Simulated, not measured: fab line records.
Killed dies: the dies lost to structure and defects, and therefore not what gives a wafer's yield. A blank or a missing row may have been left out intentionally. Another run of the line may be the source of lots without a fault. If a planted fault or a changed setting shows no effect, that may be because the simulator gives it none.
What tool caused it?	flow n5_finfet	24 lots with 72 wafers sampled at 6 steps, on a route of 1938 steps

WHAT THE GAUGES READ, wafer by wafer
No reading from a measuring or inspecting step in the record can be judged against a usual standard deviation.

TOOL THAT RAN EACH LOT (tool first, then ch and the chambers of the sampled wafers, then the start)
lot	N5_BEOL_M6_DEGAS_44	N5_BEOL_M6_PRE_CLEAN_45	N5_BEOL_M6_SURFACE_TREAT_79	N5_BEOL_M7_ETCH_66	N5_BEOL_M7_ETCH_41	N5_BEOL_M7_CMP_52
L074	pvd_sputter-03, day 8 20:19	pvd_sputter-03, day 8 20:22	pvd_sputter-03, day 8 20:43	rie_diel-01 ch 0,1, day 9 02:28	rie_diel-01 ch 0,1, day 9 05:52 or earlier	cmp-04 ch 0,2,3, day 9 05:52
L075	pvd_sputter-02, day 8 23:16	pvd_sputter-02, day 8 23:19	pvd_sputter-02, day 8 23:46	rie_diel-01 ch 1,2, day 9 03:36	rie_diel-01 ch 1,2, day 9 06:04 or earlier	cmp-01 ch 0,2, day 9 06:04
L077	pvd_sputter-03, day 9 00:11	pvd_sputter-03, day 9 00:14	pvd_sputter-03, day 9 00:38	rie_diel-03 ch 0,3, day 9 05:19	rie_diel-03 ch 0,3, day 9 07:20 or earlier	cmp-02 ch 1,2,3, day 9 07:20
L076	pvd_sputter-03, day 9 05:59	pvd_sputter-03, day 9 06:02	pvd_sputter-01, day 9 06:22	rie_diel-05 ch 0,2, day 9 11:16	rie_diel-05 ch 0,2, day 9 13:51 or earlier	cmp-01 ch 1,2,3, day 9 13:51
L079	pvd_sputter-02, day 10 01:22	pvd_sputter-02, day 10 01:25	pvd_sputter-02, day 10 01:53	rie_diel-03 ch 1,2, day 10 08:24	rie_diel-03 ch 1,2, day 10 11:41 or earlier	cmp-02 ch 0,2,3, day 10 11:41
L080	pvd_sputter-02, day 10 02:04	pvd_sputter-02, day 10 02:07	pvd_sputter-02, day 10 02:35	rie_diel-05 ch 0,1, day 10 09:24	rie_diel-05 ch 0,1, day 10 13:19 or earlier	cmp-04 ch 2,3, day 10 13:19
L078	pvd_sputter-02, day 10 05:29	pvd_sputter-02, day 10 05:32	pvd_sputter-02, day 10 05:58	rie_diel-03 ch 1,2, day 10 13:43	rie_diel-03 ch 1,2, day 10 16:25 or earlier	cmp-04 ch 1,2, day 10 16:25
L081	pvd_sputter-02, day 10 09:25	pvd_sputter-02, day 10 09:27	pvd_sputter-02, day 10 09:55	rie_diel-01 ch 1,3, day 10 16:02	rie_diel-01 ch 1,3, day 10 18:37 or earlier	cmp-02 ch 0,2, day 10 18:37
L082	pvd_sputter-01, day 10 13:00	pvd_sputter-01, day 10 13:02	pvd_sputter-02, day 10 13:50	rie_diel-03 ch 0,1,3, day 10 20:02	rie_diel-03 ch 0,1,3, day 10 23:01 or earlier	cmp-04 ch 1,3, day 10 23:01
L083	pvd_sputter-03, day 10 15:10	pvd_sputter-03, day 10 15:13	pvd_sputter-01, day 10 15:41	rie_diel-05 ch 0,1,2, day 10 21:51	rie_diel-05 ch 0,1,2, day 10 23:59 or earlier	cmp-04 ch 0,2,3, day 10 23:59
L084	pvd_sputter-01, day 10 21:09	pvd_sputter-01, day 10 21:11	pvd_sputter-03, day 10 21:38	rie_diel-05 ch 0,2,3, day 11 06:18	rie_diel-05 ch 0,2,3, day 11 09:02 or earlier	cmp-01 ch 1,2, day 11 09:02
L085	pvd_sputter-03, day 11 11:37	pvd_sputter-03, day 11 11:39	pvd_sputter-02, day 11 12:04	rie_diel-03 ch 0,1, day 11 18:57	rie_diel-03 ch 0,1, day 11 21:19 or earlier	cmp-02 ch 1,2,3, day 11 21:19
L086	pvd_sputter-02, day 11 14:53	pvd_sputter-02, day 11 14:56	pvd_sputter-02, day 11 15:21	rie_diel-05 ch 0,1,3, day 11 22:10	rie_diel-05 ch 0,1,3, day 12 02:11 or earlier	cmp-01 ch 0,1,2, day 12 02:11
L087	pvd_sputter-03, day 12 01:16	pvd_sputter-03, day 12 01:19	pvd_sputter-02, day 12 02:07	rie_diel-01 ch 0,1, day 12 08:14	rie_diel-01 ch 0,1, day 12 11:29 or earlier	cmp-02 ch 2,3, day 12 11:29
L088	pvd_sputter-01, day 12 09:23	pvd_sputter-01, day 12 09:26	pvd_sputter-01, day 12 10:01	rie_diel-01 ch 0,1,3, day 12 16:38	rie_diel-01 ch 0,1,3, day 12 19:36 or earlier	cmp-02 ch 0,1,3, day 12 19:36
L090	pvd_sputter-02, day 12 10:46	pvd_sputter-02, day 12 10:49	pvd_sputter-03, day 12 11:13	rie_diel-03 ch 2,3, day 12 17:04	rie_diel-03 ch 2,3, day 12 20:37 or earlier	cmp-02 ch 0,1,2, day 12 20:37
L089	pvd_sputter-02, day 12 18:19	pvd_sputter-02, day 12 18:22	pvd_sputter-03, day 12 18:49	rie_diel-01 ch 2,3, day 12 23:42	rie_diel-01 ch 2,3, day 13 02:36 or earlier	cmp-02 ch 1,2,3, day 13 02:36
L091	pvd_sputter-03, day 12 21:02	pvd_sputter-03, day 12 21:04	pvd_sputter-03, day 12 21:32	rie_diel-05 ch 1,2, day 13 01:43	rie_diel-05 ch 1,2, day 13 04:14 or earlier	cmp-01 ch 0,1,2, day 13 04:14
L092	pvd_sputter-03, day 13 03:07	pvd_sputter-03, day 13 03:09	pvd_sputter-01, day 13 03:37	rie_diel-05 ch 0,1,3, day 13 13:10	rie_diel-05 ch 0,1,3, day 13 15:47 or earlier	cmp-01 ch 0,1,2, day 13 15:47
L093	pvd_sputter-02, day 13 13:06	pvd_sputter-02, day 13 13:08	pvd_sputter-02, day 13 13:35	rie_diel-03 ch 1,2, day 13 19:40	rie_diel-03 ch 1,2, day 13 22:44 or earlier	cmp-04 ch 0,2,3, day 13 22:44
L094	pvd_sputter-03, day 13 19:44	pvd_sputter-03, day 13 19:47	pvd_sputter-01, day 13 20:10	rie_diel-03 ch 1,2,3, day 14 00:45	rie_diel-03 ch 1,2,3, day 14 04:43 or earlier	cmp-04 ch 0,1,3, day 14 04:43
L095	pvd_sputter-01, day 13 20:36	pvd_sputter-01, day 13 20:38	pvd_sputter-01, day 13 21:05	rie_diel-01 ch 0,1,3, day 14 04:01	rie_diel-01 ch 0,1,3, day 14 07:31 or earlier	cmp-01 ch 0,1,2, day 14 07:31
L096	pvd_sputter-02, day 14 06:56	pvd_sputter-02, day 14 06:59	pvd_sputter-01, day 14 07:22	rie_diel-01 ch 0,1,3, day 14 15:45	rie_diel-01 ch 0,1,3, day 14 19:23 or earlier	cmp-01 ch 1,2, day 14 19:23
L097	pvd_sputter-01, day 14 12:27	pvd_sputter-01, day 14 12:29	pvd_sputter-01, day 14 13:05	rie_diel-05 ch 0,1, day 14 19:26	rie_diel-05 ch 0,1, day 14 22:28 or earlier	cmp-01 ch 0,1, day 14 22:28
- N5_BEOL_M6_DEGAS_44: time 60 s.
- N5_BEOL_M6_PRE_CLEAN_45: time 30 s.
- N5_BEOL_M6_SURFACE_TREAT_79
- N5_BEOL_M7_ETCH_66: etches SOC in N2/H2, target depth 80 nm, overetch 16 nm, time 120 s.
- N5_BEOL_M7_ETCH_41: etches SiCN in CH3F/O2, target depth 31.9 nm, time 57.8 s.
- N5_BEOL_M7_CMP_52: polishes, stops on SiCOH lowk, t overpolish 6.9 s, target thk 80 nm.

AS READ BY THE TOOLS THEMSELVES (means over the sampled wafers that have a number; for cases with no such wafer, the mark the record gives instead)
N5_BEOL_M6_DEGAS_44. Usual: heater_power_w 342 W, standard deviation 35.
lot	tool	heater_power_w (W)	flag
L074	pvd_sputter-03	358	
L075	pvd_sputter-02	356	
L077	pvd_sputter-03	332	
L076	pvd_sputter-03	320	
L079	pvd_sputter-02	337	
L080	pvd_sputter-02	358	
L078	pvd_sputter-02	335	
L081	pvd_sputter-02	347	
L082	pvd_sputter-01	355	
L083	pvd_sputter-03	347	
L084	pvd_sputter-01	356	
L085	pvd_sputter-03	330	
L086	pvd_sputter-02	331	
L087	pvd_sputter-03	339	
L088	pvd_sputter-01	372	
L090	pvd_sputter-02	341	
L089	pvd_sputter-02	362	
L091	pvd_sputter-03	345	
L092	pvd_sputter-03	330	
L093	pvd_sputter-02	327	
L094	pvd_sputter-03	320	
L095	pvd_sputter-01	328	
L096	pvd_sputter-02	337	
L097	pvd_sputter-01	355	

N5_BEOL_M6_PRE_CLEAN_45. Usual: heater_power_w 342 W, standard deviation 35.
lot	tool	heater_power_w (W)	flag
L074	pvd_sputter-03	353	
L075	pvd_sputter-02	362	
L077	pvd_sputter-03	324	
L076	pvd_sputter-03	319	
L079	pvd_sputter-02	337	
L080	pvd_sputter-02	359	
L078	pvd_sputter-02	325	
L081	pvd_sputter-02	357	
L082	pvd_sputter-01	355	
L083	pvd_sputter-03	344	
L084	pvd_sputter-01	359	
L085	pvd_sputter-03	323	
L086	pvd_sputter-02	333	
L087	pvd_sputter-03	342	
L088	pvd_sputter-01	373	
L090	pvd_sputter-02	340	
L089	pvd_sputter-02	363	
L091	pvd_sputter-03	338	
L092	pvd_sputter-03	331	
L093	pvd_sputter-02	334	
L094	pvd_sputter-03	322	
L095	pvd_sputter-01	327	
L096	pvd_sputter-02	336	
L097	pvd_sputter-01	353	

N5_BEOL_M7_ETCH_66. Usual: drypump_motor_current_A 5.7 A, standard deviation 0.58; oes_product_au 0.61 a.u., standard deviation 0.065; rf_vpp_V 524.2 V, standard deviation 2.9; showerhead_plenum_p_Torr 2.55 Torr, standard deviation 0.1; throttle_valve_pct 17.77 %, standard deviation 0.22.
lot	tool	drypump_motor_current_A (A)	oes_product_au (a.u.)	rf_vpp_V (V)	showerhead_plenum_p_Torr (Torr)	throttle_valve_pct (%)	flag
L074	rie_diel-01	5.9	0.63	527.6	2.67	17.69	
L075	rie_diel-01	6.0	0.65	528.2	2.68	17.77	
L077	rie_diel-03	5.3	0.56	523.2	2.52	17.79	
L076	rie_diel-05	5.7	0.58	521.4	2.44	17.78	
L079	rie_diel-03	5.4	0.56	526.4	2.63	17.69	
L080	rie_diel-05	5.1	0.67	522.5	2.48	17.68	
L078	rie_diel-03	5.3	0.56	526.7	2.64	17.70	
L081	rie_diel-01	5.2	0.69	525.8	2.64	17.46	
L082	rie_diel-03	5.3	0.56	523.6	2.53	17.76	
L083	rie_diel-05	5.6	0.63	521.5	2.47	17.80	
L084	rie_diel-05	5.9	0.59	521.7	2.44	17.78	
L085	rie_diel-03	5.4	0.54	525.7	2.62	17.77	
L086	rie_diel-05	5.8	0.64	521.8	2.47	17.80	
L087	rie_diel-01	5.9	0.68	526.9	2.66	17.59	
L088	rie_diel-01	5.6	0.69	525.8	2.63	17.56	
L090	rie_diel-03	5.2	0.57	520.9	2.44	17.71	
L089	rie_diel-01	5.4	0.63	526.0	2.61	17.74	
L091	rie_diel-05	6.1	0.63	521.8	2.47	17.95	
L092	rie_diel-05	5.8	0.63	522.1	2.46	17.81	
L093	rie_diel-03	5.3	0.55	526.0	2.62	17.75	
L094	rie_diel-03	5.3	0.55	524.0	2.53	17.74	
L095	rie_diel-01	5.6	0.66	526.9	2.62	17.58	
L096	rie_diel-01	5.6	0.66	525.7	2.62	17.59	
L097	rie_diel-05	5.6	0.65	522.2	2.49	17.85	

N5_BEOL_M7_ETCH_41. Usual: drypump_motor_current_A 5.7 A, standard deviation 0.58; oes_product_au 0.80 a.u., standard deviation 0.093; rf_vpp_V 297.5 V, standard deviation 1.8; showerhead_plenum_p_Torr 2.01 Torr, standard deviation 0.081; throttle_valve_pct 16.26 %, standard deviation 0.19.
lot	tool	drypump_motor_current_A (A)	oes_product_au (a.u.)	rf_vpp_V (V)	showerhead_plenum_p_Torr (Torr)	throttle_valve_pct (%)	flag
L074	rie_diel-01	5.9	0.83	299.9	2.10	16.25	
L075	rie_diel-01	6.0	0.86	299.8	2.10	16.27	
L077	rie_diel-03	5.3	0.73	297.6	1.98	16.23	
L076	rie_diel-05	5.7	0.76	295.2	1.93	16.36	
L079	rie_diel-03	5.3	0.73	298.9	2.07	16.25	
L080	rie_diel-05	5.1	0.89	296.6	1.95	16.14	
L078	rie_diel-03	5.2	0.73	299.3	2.07	16.24	
L081	rie_diel-01	5.2	0.92	298.7	2.08	16.02	
L082	rie_diel-03	5.3	0.72	297.1	1.99	16.24	
L083	rie_diel-05	5.6	0.83	295.8	1.94	16.26	
L084	rie_diel-05	5.9	0.77	295.9	1.92	16.35	
L085	rie_diel-03	5.5	0.72	299.1	2.06	16.29	
L086	rie_diel-05	5.8	0.83	295.3	1.94	16.25	
L087	rie_diel-01	5.9	0.90	299.0	2.09	16.13	
L088	rie_diel-01	5.6	0.90	299.1	2.07	16.08	
L090	rie_diel-03	5.2	0.74	296.5	1.92	16.22	
L089	rie_diel-01	5.4	0.84	298.2	2.05	16.22	
L091	rie_diel-05	6.1	0.83	296.3	1.93	16.29	
L092	rie_diel-05	5.8	0.82	295.8	1.94	16.28	
L093	rie_diel-03	5.4	0.71	298.0	2.06	16.30	
L094	rie_diel-03	5.3	0.72	297.0	1.98	16.27	
L095	rie_diel-01	5.6	0.88	298.2	2.06	16.10	
L096	rie_diel-01	5.6	0.88	297.8	2.06	16.12	
L097	rie_diel-05	5.6	0.86	296.5	1.95	16.21	

N5_BEOL_M7_CMP_52. Usual: barrier_field_endpoint_s 28.9 s, standard deviation 0.56; head_pressure_psi 1.0002 psi, standard deviation 0.0021; motor_current_A 6.1 A, standard deviation 0.62; overpolish_run_s 6.899 s, standard deviation 0.0089; slurry_filter_dp_kPa 13.48 kPa, standard deviation 0.13; time_to_endpoint_s 62.4 s, standard deviation 2.5.
lot	tool	barrier_field_endpoint_s (s)	head_pressure_psi (psi)	motor_current_A (A)	overpolish_run_s (s)	slurry_filter_dp_kPa (kPa)	time_to_endpoint_s (s)	flag
L074	cmp-04	28.9	1.0015	6.4	6.899	13.41	62.7	
L075	cmp-01	29.1	1.0014	6.2	6.899	13.39	63.5	
L077	cmp-02	29.4	1.0002	6.0	6.902	13.66	63.7	
L076	cmp-01	29.1	1.0001	5.8	6.892	13.42	61.8	
L079	cmp-02	28.4	1.0030	5.8	6.907	13.44	61.1	
L080	cmp-04	29.1	1.0009	6.3	6.892	13.53	62.6	
L078	cmp-04	27.9	0.9998	7.6	6.899	13.51	59.9	
L081	cmp-02	29.2	1.0017	5.7	6.898	13.45	63.2	
L082	cmp-04	28.8	1.0013	6.7	6.898	13.50	64.8	
L083	cmp-04	28.8	1.0002	6.3	6.897	13.36	64.9	
L084	cmp-01	28.8	0.9983	5.4	6.905	13.56	58.8	
L085	cmp-02	29.2	1.0014	6.0	6.897	13.44	61.9	
L086	cmp-01	29.1	1.0002	5.8	6.902	13.39	64.9	
L087	cmp-02	28.7	1.0009	5.7	6.900	13.54	61.6	
L088	cmp-02	28.9	0.9998	6.1	6.891	13.39	63.0	
L090	cmp-02	28.4	1.0006	5.7	6.910	13.63	62.3	
L089	cmp-02	28.0	1.0001	5.9	6.900	13.57	60.7	
L091	cmp-01	29.0	1.0006	5.8	6.894	13.36	63.0	
L092	cmp-01	29.5	1.0017	5.8	6.898	13.45	66.3	
L093	cmp-04	28.6	0.9993	6.5	6.897	13.71	59.5	
L094	cmp-04	28.7	1.0005	6.7	6.897	13.42	58.8	
L095	cmp-01	29.2	1.0001	6.0	6.896	13.46	62.6	
L096	cmp-01	28.4	0.9989	5.8	6.906	13.50	60.6	
L097	cmp-01	29.6	0.9987	6.0	6.901	13.44	66.0	

THE ANSWER, worked out from the rows above alone
Rule: a lot is off if the mean of its wafers that have a number lies more than 3 standard deviations from the usual mean. A lot without any number at a reading at which 4 lots or more have one is off too. Any other lot the step has rows for is counted as sound. Order of review: gauges by route order, followed by the tools' own readings, for which a lot's mean as printed above is used. At the first step where some lot is off, the reading lying furthest off is the one used; lots without a number count as furthest.
Nothing can be told from this: no lot is off at any reading shown.

WHAT WAS PUT IN BY THE SIMULATOR
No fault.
